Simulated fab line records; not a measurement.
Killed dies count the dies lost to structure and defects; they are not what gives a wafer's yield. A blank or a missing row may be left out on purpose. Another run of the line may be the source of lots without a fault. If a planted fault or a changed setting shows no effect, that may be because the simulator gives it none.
fab line records	flow n5-finfet
[record] lots = 4	wafers = 12	last-day = 22
route steps=1938 shown BEOL_M4@1099 BEOL_M5@1112 PASSIVATION@1936
lots untouched by any fault: they come from a run of this same line in which no faults occurred
start-h: hours from the record's first day to the start of the lot's first wafer shown	wait-h: hours elapsed since this lot's preceding step	" as in the row above	L1.1+2: a row that stands for several wafers	- no value, or no start given	* or withheld: withheld	< > ~ a bound
route shown NAME@n: names a module that has steps shown in the file, with the first one's number in the route	usual: the fault-free wafers' mean and standard deviation	same: alike in all rows	chamber/n: place in a boat	sites: readings site by site	_std_site: how widely they spread, as a standard deviation	_edge_site: mean of outer sites minus mean of inner sites	radius-mm: how far each site lies from the wafer's centre	mask NAME#n: copy n	behind: the most recent tool/chamber to have shaped the wafer	hold: reason for holding the lot/hours on hold/outcome of the hold	device: transistor that didn't switch, given as n, p or np	end of line: the same wafers' tests at the end of the route	for a step that has no rows: nothing shown but its recipe	killed: the dies lost at the first sort to structure and to defects; this is not the yield of the wafer	map: the dies of a wafer, with x for killed, . for not killed, _ for no die there
set.NAME: the setting as run; set.NAME@STEP: as run at that earlier step	model.NAME: the simulator's own value behind a step, which no gauge read
certain route steps with their lots: each step a table, each wafer a row
services: a tool's chamber out of use, with start hour (start-h, from the record's first day; less than 0 if before it), hours out, and reason
[[steps]]
[step N5_BEOL_M4_ANNEAL_95]
[recipe] temp-c = 400	time-s = 240	ambient = vacuum
[step N5_BEOL_M4_SPUTTER_96]
[recipe] material = Cu	target-thk-a = 45	temp-c = -20	chamber-pressure-pa = 0.07	power-w = withheld	time-s = 8.29
[step N5_BEOL_M4_ECD_50]
[recipe] material = Cu	target-thk-a = 3000
[step N5_BEOL_M4_ANNEAL_51]
[recipe] temp-c = 225	time-s = 90	ambient = N2
[step N5_BEOL_M4_CMP_52]
[recipe] stop-on = SiOC	t-overpolish-s = 6.8	down-force-psi = 1	platen-rpm = 50	clearing-platen-down-force-psi = 1.5	clearing-platen-rpm = 50	post-cmp-clean = cu-alkaline	target-thk-nm = 40	clearing-platen-pad-velocity-m-s = 0.99484	pad-velocity-m-s = 0.99484
[step N5_BEOL_M4_PRE_CLEAN_60]
[recipe] gas = NH3/H2	time-s = 15	temp-c = *	rf-power-w = 300
[step N5_BEOL_M4_CO_CAP_55]
[recipe] material = Co	target-thk-a = 20	temp-c = 200	precursor = CCTBA/H2	pressure-torr = 30	time-s = 102.1
[step N5_BEOL_M4_PRE_CLEAN_56]
[recipe] gas = NH3	time-s = 15	temp-c = withheld	rf-power-w = 300
[step N5_BEOL_M4_DEP_57]
[recipe] material = SiCN	target-thk-a = 80	temp-c = withheld	precursor = 3MS/NH3	pressure-torr = 3	rf-w = 202	time-s = 14
[step N5_BEOL_M4_RC_MEAS_101]
[usual] DIBL_N = 35.8/1.6	DIBL_P = 35.6/2	IOFF_N = 0.15/0.031	IOFF_P = 0.20/0.033	ION_N = 668/12	ION_P = 459/6.8	SS_N = 71.4/0.53	SS_P = 73.1/0.63	VT_N = 250/3.5	VT_P = -251/3
lot.wafer	tool	chamber	start-h	wait-h	DIBL_N[mV/V]	DIBL_P[mV/V]	IOFF_N[nA/um]	IOFF_P[nA/um]	ION_N[uA/um]	ION_P[uA/um]	SS_N[mV/dec]	SS_P[mV/dec]	VT_N[mV]	VT_P[mV]
L153.1	prober-02	0	347.62	0.0	36.1	37.0	0.17	0.24	671	465	71.9	72.8	248	-247
L153.3	"	0	"	"	37.6	38.1	0.19	0.25	668	455	72.5	73.5	247	-246
L153.6	"	0	"	"	35.2	36.1	0.16	0.22	673	465	71.1	72.9	248	-248
L160.1	prober-01	0	387.54	0.0	34.3	35.1	0.12	0.17	656	453	70.5	73.0	256	-251
L160.4	"	0	"	"	35.3	36.8	0.14	0.20	659	461	70.5	72.3	255	-251
L160.6	"	0	"	"	35.2	35.7	0.13	0.19	662	459	71.5	72.0	251	-250
L161.2	prober-01	0	391.10	0.2	35.4	36.2	0.13	0.19	665	459	71.6	74.4	253	-251
L161.3	"	0	"	"	32.4	31.5	0.09	0.13	650	448	71.4	72.9	260	-257
L161.4	"	0	"	"	36.1	37.1	0.15	0.20	679	461	71.0	73.8	250	-249
L166.1	prober-02	0	399.25	0.0	33.8	34.9	0.15	0.20	676	460	71.1	73.0	249	-252
L166.3	"	0	"	"	33.0	33.2	0.12	0.17	662	459	71.0	72.6	254	-253
L166.5	"	0	"	"	33.8	35.7	0.15	0.20	669	456	71.3	73.3	250	-251
[step N5_BEOL_M5_ILD_DEP_00]
[recipe] material = SiCOH_lowk	target-thk-a = 1406.4	temp-c = 300	precursor = DEMS/porogen	pressure-torr = 5	rf-w = 500	time-s = 25.9
[step N5_BEOL_M5_CURE_79]
[recipe] temp-c = 385	time-s = 240	ambient = He/Ar	material = SiCOH_lowk
[step N5_BEOL_M5_PECVD_70]
[recipe] material = SiO2	target-thk-a = 160	temp-c = 400	precursor = TEOS/O2	pressure-torr = 5.5	rf-w = 450	teos-flow-sccm = 53.8	gas = O2	flow-sccm = 3000	time-s = 18
[step N5_BEOL_M5_HM_DEP_02]
[recipe] material = TiN	target-thk-a = 200	temp-c = 25	chamber-pressure-pa = 0.49996
[step N5_BEOL_M5_COAT_59]
[recipe] resist = SOC	temp-c = 250	time-s = 60	spin-rpm = 1500	resist-thk-nm = 60
[step N5_BEOL_M5_COAT_60]
[recipe] resist = SiARC	temp-c = 220	time-s = 60	spin-rpm = 1500	resist-thk-nm = 12
[step N5_BEOL_M5_COAT_71]
[recipe] resist = underlayer	temp-c = 205	time-s = 60	spin-rpm = 1500	resist-thk-nm = 5
[step N5_BEOL_M5_COAT_05]
[recipe] resist = CAR-EUV	spin-rpm = 1500	resist-thk-nm = 30
[step N5_BEOL_M5_EBR_07]
[recipe] solvent = PGMEA	ebr-width-mm = 1.5
[step N5_BEOL_M5_SOFTBAKE_06]
[recipe] temp-c = 110	time-s = 60	resist = CAR-EUV
[step N5_BEOL_M5_EXPOSE_08]
[recipe] mask-id = M5	na = 0.33	source-shape = annular	sigma-inner = 0.4	sigma-outer = 0.8	polarization = unpolarized	target-cd-nm = 28	dose-mj = 35.75
[step N5_BEOL_M5_PEB_09]
[recipe] peb-temp-c = 100	peb-time-s = 60	resist = CAR-EUV
[step N5_BEOL_M5_DEVELOP_10]
[recipe] develop-time-s = 30	developer = TMAH	resist = CAR-EUV	rinse-liquid = surfactant-rinse	dry = air-spin	dev-temp-c = 23
[step N5_BEOL_M5_DESCUM_16]
[recipe] chemistry = O2	time-s = 7	source-power-w = 50	bias-power-w = 20	pressure-mtorr = 20	rf-frequency-hz = 2.712e+07	temp-c = 40	resist = CAR-EUV	o2-flow-sccm = 225
[step N5_BEOL_M5_ETCH_72]
[recipe] chemistry = N2/H2	target = underlayer	target-depth-a = 65	mask-material = CAR-EUV	time-s = 5.2	ion-energy-ev = 200	pressure-mtorr = 30	source-w = 840	bias-w = 150	n2-flow-sccm = 200	h2-flow-sccm = 200	ends = cleared
[step N5_BEOL_M5_ETCH_61]
[recipe] chemistry = CF4	target = SiARC	target-depth-a = 156	mask-material = CAR-EUV	time-s = 26	ion-energy-ev = 80	pressure-mtorr = 40	source-w = 545	bias-w = 36	Ar_flow_sccm = 100	cf4-flow-sccm = 100	ends = cleared
[step N5_BEOL_M5_ETCH_62]
[recipe] chemistry = N2/H2	target = SOC	target-depth-a = 750	overetch-a = 150	mask-material = SiARC	temp-c = 40	time-s = 112.5	ion-energy-ev = 200	pressure-mtorr = 30	source-w = 840	bias-w = 150	n2-flow-sccm = 200	h2-flow-sccm = 200
[step N5_BEOL_M5_STRIP_63]
[recipe] chemistry = N2/H2	temp-c = 40	n2-flow-sccm = 200	h2-flow-sccm = 200	rf-frequency-hz = 6e+07
[step N5_BEOL_M5_STRIP_73]
[recipe] chemistry = N2/H2	temp-c = 40	n2-flow-sccm = 200	h2-flow-sccm = 200	rf-frequency-hz = 6e+07
[step N5_BEOL_M5_STRIP_64]
[recipe] chemistry = CF4	resist = SiARC	power-w = 300	bias-power-w = 75	pressure-mtorr = 50	cf4-flow-sccm = 150	rf-frequency-hz = 6e+07
[step N5_BEOL_M5_HM_OPEN_17]
[recipe] chemistry = Cl2/BCl3	target-depth-a = 200	overetch-a = 60	target = TiN	mask-material = SOC	ion-energy-ev = 150	pressure-mtorr = 10	icp-w = 1000	bias-w = 126	Cl2_flow_sccm = 53.25	bcl3-flow-sccm = 21.75	Ar_flow_sccm = 25
[step N5_BEOL_M5_STRIP_19]
[recipe] chemistry = O2	power-w = 400	temp-c = 40	pressure-mtorr = 30	rf-frequency-hz = 6e+07	bias-power-w = 0	overash-fraction = 0.2	o2-flow-sccm = 225
[step N5_BEOL_M5_COAT_65]
[recipe] resist = SOC	temp-c = 250	time-s = 60	spin-rpm = 1500	resist-thk-nm = 60
[step N5_BEOL_M5_COAT_66]
[recipe] resist = SiARC	temp-c = 220	time-s = 60	spin-rpm = 1500	resist-thk-nm = 12
[step N5_BEOL_M5_ALD_86]
[recipe] material = TaN	target-thk-a = *	temp-c = 275	ald-precursor-family = PDMAT	ald-co-reactant = NH3	pressure-torr = 3	carrier-flow-sccm = 1500	pulse-time-s = 2	purge-time-s = 3	co-reactant-purge-time-s = 2	co-reactant-pulse-time-s = 3	ald-cycles = 30	precursor-vessel-temp-c = 75	precursor-vessel-pressure-torr = 26.25	precursor-vessel-carrier-sccm = 1000
[usual] ald-cycles = 30/0	chamber-pressure-Torr = 3.000/0.0068	heater-power-w = 394/32	precursor-vessel-carrier-sccm = 1000.1/2.7
lot.wafer	tool	chamber	start-h	wait-h	ald-cycles	chamber-pressure-Torr	heater-power-w	precursor-vessel-carrier-sccm
L153.1	ald-metal-01	0	352.03	0.0	30	3.002	410	1002.3
L153.3	"	1	"	"	30	2.999	403	998.8
L153.6	"	1	"	"	30	3.012	393	997.2
L160.1	ald-metal-01	0	393.60	0.1	-	-	-	-
L160.4	"	2	"	"	-	-	-	-
L160.6	"	1	"	"	-	-	-	-
L161.2	ald-metal-04	1	398.88	0.0	-	-	-	-
L161.3	"	0	"	"	-	-	-	-
L161.4	"	2	"	"	-	-	-	-
L166.1	ald-metal-03	1	406.50	0.0	30	3.006	399	994.8
L166.3	"	3	"	"	30	2.995	372	997.4
L166.5	"	2	"	"	30	3.012	367	998.8
[step N5_BEOL_M5_CMP_52]
[recipe] stop-on = SiCOH_lowk	t-overpolish-s = 6.9	down-force-psi = 1	platen-rpm = 50	clearing-platen-down-force-psi = 1.5	clearing-platen-rpm = 50	post-cmp-clean = cu-alkaline	target-thk-nm = 62	clearing-platen-pad-velocity-m-s = 0.99484	pad-velocity-m-s = 0.99484
[usual] barrier-field-endpoint-s = 24.9/0.74	clearing-platen-down-force-psi = 1.5000/0.0027	edge-zone-pressure-frac = 1.000/0.005	motor-current-A = 5.6/0.69
lot.wafer	tool	chamber	start-h	wait-h	barrier-field-endpoint-s	clearing-platen-down-force-psi	edge-zone-pressure-frac	motor-current-A
L153.3	cmp-02	3	357.36	0.2	23.5	1.4996	0.997	6.2
L153.1	"	0	"	"	24.7	1.4978	1.003	4.5
L153.6	"	0	"	"	25.0	1.4980	1.003	4.8
L160.4	cmp-01	3	399.16	0.2	24.3	1.4971	0.994	6.2
L160.1	"	0	"	"	22.7	1.4995	0.995	5.8
L160.6	"	0	"	"	22.5	1.5007	0.997	5.7
L161.4	cmp-02	2	406.28	0.2	22.4	1.5044	1.006	4.8
L161.2	"	3	"	"	21.6	1.4974	0.994	6.8
L161.3	"	0	"	"	22.4	1.4957	1.004	4.4
L166.3	cmp-03	2	411.87	0.2	25.0	1.4977	0.989	6.0
L166.1	"	3	"	"	25.4	1.4987	1.002	5.9
L166.5	"	2	"	"	25.9	1.4991	0.996	6.0
[step N5_PASSIVATION_PROBE_49]
[usual] defect-limited-yield = 90.7/1.5	killed_at_M0_to_M3 = 38/11	killed_at_M4_up = 15/5.5	killed-at-contacts = 12/6	killed-at-front-end = 41/11	killed-at-other = 3.5/2.7	killed-dies = 110/18	killed-on-rim = 15/3.6	killed-open = 72/13	killed-short = 35/8.7	sort_bin_4_leakage = 0/0	sort_bin_5_function = 5.5/1.1	sort_bin_6_memory = 3.4/0.63	sort_bin_8_speed = 0.01/0.037	sort-n-pass = 1070/18	sort-yield-pct = 90.7/1.5
[same] gross-dies = 1180	killed-at-back-side = 0
lot.wafer	tool	chamber	start-h	wait-h	defect-limited-yield[%]	killed_at_M0_to_M3	killed_at_M4_up	killed-at-contacts	killed-at-front-end	killed-at-other	killed-dies	killed-on-rim	killed-open	killed-short	sort_bin_4_leakage[%]	sort_bin_5_function[%]	sort_bin_6_memory[%]	sort_bin_8_speed[%]	sort-n-pass	sort-yield-pct[%]
L153.1	prober-02	-	469.24	0.0	90.8	28	12	27	37	5	109	13	74	34	0	5.5	3.3	0	1071	90.8
L153.3	prober-02	-	469.34	0.1	89.2	34	14	18	50	12	128	15	73	46	0	6.5	3.7	0	1052	89.2
L153.6	prober-02	-	469.49	0.3	90.6	36	9	19	43	4	111	17	82	26	0	5.3	3.8	0	1069	90.6
L160.1	prober-02	-	507.25	0.0	0	31	1099	6	44	0	1180	152	72	23	91.86	4.4	3.4	0	0	0
L160.4	prober-02	-	507.40	0.2	0	35	1094	11	40	0	1180	152	63	41	91.02	5.8	3.0	0	0	0
L160.6	prober-02	-	507.50	0.3	0	26	1107	9	38	0	1180	152	73	15	92.54	4.7	2.7	0	0	0
L161.2	prober-02	-	510.95	0.1	0	31	1092	8	49	0	1180	152	70	32	91.10	4.4	4.0	0	0	0
L161.3	prober-02	-	511.00	0.1	0	46	1098	12	24	0	1180	152	56	40	91.61	4.3	3.7	0	0	0
L161.4	prober-02	-	511.05	0.2	0	44	1058	26	49	3	1180	152	100	38	88.22	7.3	4.2	0.08	0	0
L166.1	prober-01	-	523.30	0.0	90.8	46	19	4	29	10	108	20	64	44	0	4.7	4.0	0	1072	90.8
L166.3	prober-01	-	523.40	0.1	93.0	42	12	5	23	1	83	10	50	32	0	4.2	2.5	0	1097	93.0
L166.5	prober-01	-	523.50	0.2	94.1	21	12	6	29	2	70	12	42	28	0	4.0	1.8	0	1110	94.1
// killed by level:class
L153.1 MOL_CONTACT_COAG:geometric-particle:open=20 STI_FIN_REVEAL:geometric-particle:open=12 BEOL_M4:geometric-particle:open=8 MOL_CONTACT_COAG:geometric-particle:short=7 BEOL_M0_SAQP:geometric-particle:open=7 DUMMY_GATE:geometric-particle:open=6 FIN_SAQP:geometric-particle:open=5 BEOL_M0:geometric-particle:open=5
L153.3 MOL_CONTACT_COAG:geometric-particle:open=15 BEOL_M4:geometric-particle:open=9 GATE_CUT:geometric-particle:short=8 BEOL_M1:geometric-particle:open=8 BEOL_M2:geometric-particle:open=6 FIN_SAQP:geometric-particle:short=5 STI_FIN_REVEAL:geometric-particle:open=5 BEOL_M0:geometric-particle:open=5
L153.6 MOL_CONTACT_COAG:geometric-particle:open=16 STI_FIN_REVEAL:geometric-particle:open=15 BEOL_M0_SAQP:geometric-particle:open=11 FIN_SAQP:geometric-particle:short=10 BEOL_M2:geometric-particle:open=6 BEOL_M1:geometric-particle:open=6 BEOL_M3:geometric-particle:open=5 ILD0:geometric-particle:open=4
L160.1 BEOL_M5:area-ald=1077 FIN_SAQP:geometric-particle:open=10 BEOL_M1:geometric-particle:open=10 GATE_CUT:geometric-particle:short=7 BEOL_M4:geometric-particle:open=7 M5:area-ald=7 DUMMY_GATE:geometric-particle:open=6 BEOL_M3:geometric-particle:open=6
L160.4 BEOL_M5:area-ald=1067 FIN_SAQP:geometric-particle:open=12 BEOL_M4:geometric-particle:open=11 BEOL_M1:geometric-particle:open=10 BEOL_M0_SAQP:geometric-particle:short=7 M5:area-ald=7 MOL_CONTACT_COAG:geometric-particle:short=6 FIN_SAQP:geometric-particle:short=5
L160.6 BEOL_M5:area-ald=1080 M5:area-ald=12 FIN_SAQP:geometric-particle:open=11 MOL_CONTACT_COAG:geometric-particle:open=9 BEOL_M1:geometric-particle:open=9 BEOL_M4:geometric-particle:open=7 BEOL_M3:geometric-particle:open=5 STARTING-WAFER:geometric-particle:open=5
L161.2 BEOL_M5:area-ald=1069 STI_FIN_REVEAL:geometric-particle:open=12 BEOL_M2:geometric-particle:open=9 FIN_SAQP:geometric-particle:short=7 MOL_CONTACT_COAG:geometric-particle:open=7 BEOL_M0:geometric-particle:open=7 DUMMY_GATE:geometric-particle:open=6 M5:area-ald=6
L161.3 BEOL_M5:area-ald=1069 BEOL_M0_SAQP:geometric-particle:short=12 M5:area-ald=12 MOL_CONTACT_COAG:geometric-particle:open=10 BEOL_M1:geometric-particle:open=9 BEOL_M0_SAQP:geometric-particle:open=8 BEOL_M0:geometric-particle:open=5 BEOL_M5:geometric-particle:open=5
L161.4 BEOL_M5:area-ald=1031 STI_FIN_REVEAL:geometric-particle:open=24 MOL_CONTACT_COAG:geometric-particle:open=19 BEOL_M0_SAQP:geometric-particle:open=13 M5:area-ald=10 BEOL_M2:geometric-particle:open=8 MOL_CONTACT_COAG:geometric-particle:short=7 BEOL_M0:geometric-particle:open=7
L166.1 BEOL_M0_SAQP:geometric-particle:open=17 BEOL_M0_SAQP:geometric-particle:short=14 DUMMY_GATE:geometric-particle:open=8 BEOL_M1:geometric-particle:open=8 STI_FIN_REVEAL:geometric-particle:short=7 MIM_BOT:geometric-particle:short=6 STI_FIN_REVEAL:geometric-particle:open=5 BEOL_M5:geometric-particle:open=4
L166.3 BEOL_M0_SAQP:geometric-particle:short=8 BEOL_M3:geometric-particle:open=8 BEOL_M0_SAQP:geometric-particle:open=7 BEOL_M3:geometric-particle:short=7 BEOL_M2:geometric-particle:open=5 BEOL_M4:geometric-particle:open=5 STI_FIN_REVEAL:geometric-particle:open=4 GATE_CUT:geometric-particle:short=4
L166.5 STI_FIN_REVEAL:geometric-particle:open=9 BEOL_M4:geometric-particle:open=7 DUMMY_GATE:geometric-particle:open=4 MOL_CONTACT_COAG:geometric-particle:open=4 BEOL_M0_SAQP:geometric-particle:open=4 BEOL_M2:geometric-particle:open=4 FIN_SAQP:geometric-particle:short=3 STI_FIN_REVEAL:geometric-particle:short=3
// map L160.1 (x killed, . not)
_________________xxxxxxxxxxxx________________
______________xxxxxxxxxxxxxxxxxx_____________
___________xxxxxxxxxxxxxxxxxxxxxxxx__________
__________xxxxxxxxxxxxxxxxxxxxxxxxxx_________
________xxxxxxxxxxxxxxxxxxxxxxxxxxxxxx_______
_______xxxxxxxxxxxxxxxxxxxxxxxxxxxxxxxx______
______xxxxxxxxxxxxxxxxxxxxxxxxxxxxxxxxxx_____
_____xxxxxxxxxxxxxxxxxxxxxxxxxxxxxxxxxxxx____
____xxxxxxxxxxxxxxxxxxxxxxxxxxxxxxxxxxxxxx___
___xxxxxxxxxxxxxxxxxxxxxxxxxxxxxxxxxxxxxxxx__
___xxxxxxxxxxxxxxxxxxxxxxxxxxxxxxxxxxxxxxxx__
__xxxxxxxxxxxxxxxxxxxxxxxxxxxxxxxxxxxxxxxxxx_
__xxxxxxxxxxxxxxxxxxxxxxxxxxxxxxxxxxxxxxxxxx_
_xxxxxxxxxxxxxxxxxxxxxxxxxxxxxxxxxxxxxxxxxxxx
_xxxxxxxxxxxxxxxxxxxxxxxxxxxxxxxxxxxxxxxxxxxx
_xxxxxxxxxxxxxxxxxxxxxxxxxxxxxxxxxxxxxxxxxxxx
_xxxxxxxxxxxxxxxxxxxxxxxxxxxxxxxxxxxxxxxxxxxx
_xxxxxxxxxxxxxxxxxxxxxxxxxxxxxxxxxxxxxxxxxxxx
_xxxxxxxxxxxxxxxxxxxxxxxxxxxxxxxxxxxxxxxxxxxx
_xxxxxxxxxxxxxxxxxxxxxxxxxxxxxxxxxxxxxxxxxxxx
_xxxxxxxxxxxxxxxxxxxxxxxxxxxxxxxxxxxxxxxxxxxx
__xxxxxxxxxxxxxxxxxxxxxxxxxxxxxxxxxxxxxxxxxx_
__xxxxxxxxxxxxxxxxxxxxxxxxxxxxxxxxxxxxxxxxxx_
___xxxxxxxxxxxxxxxxxxxxxxxxxxxxxxxxxxxxxxxx__
___xxxxxxxxxxxxxxxxxxxxxxxxxxxxxxxxxxxxxxxx__
____xxxxxxxxxxxxxxxxxxxxxxxxxxxxxxxxxxxxxx___
_____xxxxxxxxxxxxxxxxxxxxxxxxxxxxxxxxxxxx____
______xxxxxxxxxxxxxxxxxxxxxxxxxxxxxxxxxx_____
_______xxxxxxxxxxxxxxxxxxxxxxxxxxxxxxxx______
________xxxxxxxxxxxxxxxxxxxxxxxxxxxxxx_______
__________xxxxxxxxxxxxxxxxxxxxxxxxxx_________
___________xxxxxxxxxxxxxxxxxxxxxxxx__________
______________xxxxxxxxxxxxxxxxxx_____________
_________________xxxxxxxxxxxx________________
// map L161.2 (x killed, . not)
_________________xxxxxxxxxxxx________________
______________xxxxxxxxxxxxxxxxxx_____________
___________xxxxxxxxxxxxxxxxxxxxxxxx__________
__________xxxxxxxxxxxxxxxxxxxxxxxxxx_________
________xxxxxxxxxxxxxxxxxxxxxxxxxxxxxx_______
_______xxxxxxxxxxxxxxxxxxxxxxxxxxxxxxxx______
______xxxxxxxxxxxxxxxxxxxxxxxxxxxxxxxxxx_____
_____xxxxxxxxxxxxxxxxxxxxxxxxxxxxxxxxxxxx____
____xxxxxxxxxxxxxxxxxxxxxxxxxxxxxxxxxxxxxx___
___xxxxxxxxxxxxxxxxxxxxxxxxxxxxxxxxxxxxxxxx__
___xxxxxxxxxxxxxxxxxxxxxxxxxxxxxxxxxxxxxxxx__
__xxxxxxxxxxxxxxxxxxxxxxxxxxxxxxxxxxxxxxxxxx_
__xxxxxxxxxxxxxxxxxxxxxxxxxxxxxxxxxxxxxxxxxx_
_xxxxxxxxxxxxxxxxxxxxxxxxxxxxxxxxxxxxxxxxxxxx
_xxxxxxxxxxxxxxxxxxxxxxxxxxxxxxxxxxxxxxxxxxxx
_xxxxxxxxxxxxxxxxxxxxxxxxxxxxxxxxxxxxxxxxxxxx
_xxxxxxxxxxxxxxxxxxxxxxxxxxxxxxxxxxxxxxxxxxxx
_xxxxxxxxxxxxxxxxxxxxxxxxxxxxxxxxxxxxxxxxxxxx
_xxxxxxxxxxxxxxxxxxxxxxxxxxxxxxxxxxxxxxxxxxxx
_xxxxxxxxxxxxxxxxxxxxxxxxxxxxxxxxxxxxxxxxxxxx
_xxxxxxxxxxxxxxxxxxxxxxxxxxxxxxxxxxxxxxxxxxxx
__xxxxxxxxxxxxxxxxxxxxxxxxxxxxxxxxxxxxxxxxxx_
__xxxxxxxxxxxxxxxxxxxxxxxxxxxxxxxxxxxxxxxxxx_
___xxxxxxxxxxxxxxxxxxxxxxxxxxxxxxxxxxxxxxxx__
___xxxxxxxxxxxxxxxxxxxxxxxxxxxxxxxxxxxxxxxx__
____xxxxxxxxxxxxxxxxxxxxxxxxxxxxxxxxxxxxxx___
_____xxxxxxxxxxxxxxxxxxxxxxxxxxxxxxxxxxxx____
______xxxxxxxxxxxxxxxxxxxxxxxxxxxxxxxxxx_____
_______xxxxxxxxxxxxxxxxxxxxxxxxxxxxxxxx______
________xxxxxxxxxxxxxxxxxxxxxxxxxxxxxx_______
__________xxxxxxxxxxxxxxxxxxxxxxxxxx_________
___________xxxxxxxxxxxxxxxxxxxxxxxx__________
______________xxxxxxxxxxxxxxxxxx_____________
_________________xxxxxxxxxxxx________________
[[services]]
tool	chamber	start-h	hours	kind
ald-metal-03	-	337.25	14.0	pm
ald-metal-03	0	337.25	14.0	vent-cycle
ald-metal-03	1	337.25	14.0	vent-cycle
ald-metal-03	2	337.25	14.0	vent-cycle
ald-metal-03	3	337.25	14.0	vent-cycle
ald-metal-04	-	337.52	0.8	repair
cmp-03	-	339.97	12.3	repair
ald-metal-03	0	351.25	-	clean
ald-metal-03	1	351.25	-	clean
ald-metal-03	2	351.25	-	clean
ald-metal-03	3	351.25	-	clean
ald-metal-01	0	358.27	1.9	repair
cmp-01	-	360.10	4.0	pm
cmp-03	-	366.32	5.1	pm
cmp-02	-	373.47	4.3	pm
ald-metal-01	3	391.09	18.6	repair
cmp-01	-	393.66	2.9	repair
[[key]]
[first-sign] step = N5_BEOL_M5_ALD_86	reading = tool-record	direction = missing
[effect] step = N5_BEOL_M5_CMP_52	reading = barrier-field-endpoint-s	direction = down	sigmas = 3	usual = 24.9	struck = 22.7
[effect] step = N5_PASSIVATION_PROBE_49	reading = sort_bin_4_leakage	direction = up	sigmas = 99+	usual = 0	struck = 91.06
[more-kills-born-at] N5_BEOL_M5_ALD_86@ald-metal-01 = 3250	N5_BEOL_M5_ALD_86@ald-metal-04 = 3197
met-at N5_BEOL_M5_ALD_86
struck-wafers L160.1,L160.4,L160.6,L161.2,L161.3,L161.4
later-rows-left-out L160.1,L160.4,L160.6,L161.2,L161.3,L161.4
onset-between 352.03 393.60
[fault] kind = skipped-step-whole	tool = ald-metal-01,ald-metal-04	chamber = -	onset-h = 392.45	steps = N5_BEOL_M5_ALD_86	scope = struck-lots-only
// later-rows-left-out: the simulator's readings of these wafers behind a module that went badly wrong aren't trusted and aren't shown, but for the sort
